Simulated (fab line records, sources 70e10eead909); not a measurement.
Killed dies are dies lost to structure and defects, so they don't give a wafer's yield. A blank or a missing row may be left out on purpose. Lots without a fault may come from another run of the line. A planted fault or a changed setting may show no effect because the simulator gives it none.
A struck lot beside a sound one | flow nand_harc | 13 steps out of a route of 1302
Sound: wafers L313.1, L313.3, L313.6. Struck: wafers L319.1, L319.2, L319.5. The cause comes at the end.
At each step with rows: each side's tool, then ch and its chambers, then its first start. Under that, the readings that differ: sound wafers | struck wafers | difference of the means | sigmas: that difference in standard deviations of wafers without a fault.
alike: readings whose means differ by less than 2 such deviations, and words and numbers that are the same on both sides. not compared: withheld readings, readings that some wafer has no value for, bounds like >300 that may hide the same value, and numbers for which the record gives no deviation and whose values overlap.
The two part at a step that has a row with sigmas, a row that says differs or no value, or rows on one side only. Numbers that don't overlap but have no deviation are shown without sigmas and don't part them. A reading that every wafer of one side lacks parts them only if that side has two wafers or more.

first, 2 steps without rows for these wafers: NHARC_A_SOURCE_PLATE_SRD_01; NHARC_A_SOURCE_PLATE_OXIDE_02 (material SiO2, target thk 10 nm, ox time 1362 s).
NHARC_A_SOURCE_PLATE_THK_MEAS_09: measures by ellipsometry.
  sound on film_metro-02, day 8 21:56; struck on film_metro-02, day 11 07:55
  alike: thk_nm
then, 3 steps without rows for these wafers: NHARC_A_SOURCE_PLATE_PVD_04 (deposits WSi2, target thk 50 nm); NHARC_A_SOURCE_PLATE_CVD_03 (deposits poly-Si, target thk 200 nm, time 4000 s); NHARC_A_SOURCE_PLATE_ANNEAL_05 (time 1800 s).
NHARC_A_SOURCE_PLATE_THK_MEAS_06: measures by ellipsometry.
  sound on film_metro-02, day 9 12:02; struck on film_metro-01, day 11 20:53
  alike: thk_nm
NHARC_A_SOURCE_PLATE_INSPECT_08:
  sound on defect_inspect-01, day 9 12:05; struck on defect_inspect-02, day 11 20:59
  alike: raw_defect_count
then, 1 step without rows for these wafers: NHARC_A_ONON_D1_DEP_00 (target thk 1000 nm).
NHARC_A_ONON_D1_THK_MEAS_02: measures by ellipsometry.
  sound on film_metro-01, day 9 12:40; struck on film_metro-01, day 11 21:34
  reading     | sound          | struck      | difference | sigmas
  thk_nm (nm) | 1004 1005 1005 | 979 980 982 | -24        | -2
NHARC_A_ONON_D1_DEP_03: target thk 1000 nm.
  sound on pecvd_onon-04 ch 0, day 9 12:44; struck on pecvd_onon-03 ch 0, day 11 21:38
NHARC_A_ONON_D1_THK_MEAS_05: measures by ellipsometry.
  sound on film_metro-02, day 9 13:14; struck on film_metro-02, day 11 22:19
  reading     | sound          | struck         | difference | sigmas
  thk_nm (nm) | 1000 1001 1000 | 1561 1559 1561 | +560       | +51
  not compared: hold
then, 1 step without rows for these wafers: NHARC_END_SORT_01.

WHERE THEY PART
First at NHARC_A_ONON_D1_THK_MEAS_02; last, within this record, at NHARC_A_ONON_D1_THK_MEAS_05.

WHY: what the simulator had put in
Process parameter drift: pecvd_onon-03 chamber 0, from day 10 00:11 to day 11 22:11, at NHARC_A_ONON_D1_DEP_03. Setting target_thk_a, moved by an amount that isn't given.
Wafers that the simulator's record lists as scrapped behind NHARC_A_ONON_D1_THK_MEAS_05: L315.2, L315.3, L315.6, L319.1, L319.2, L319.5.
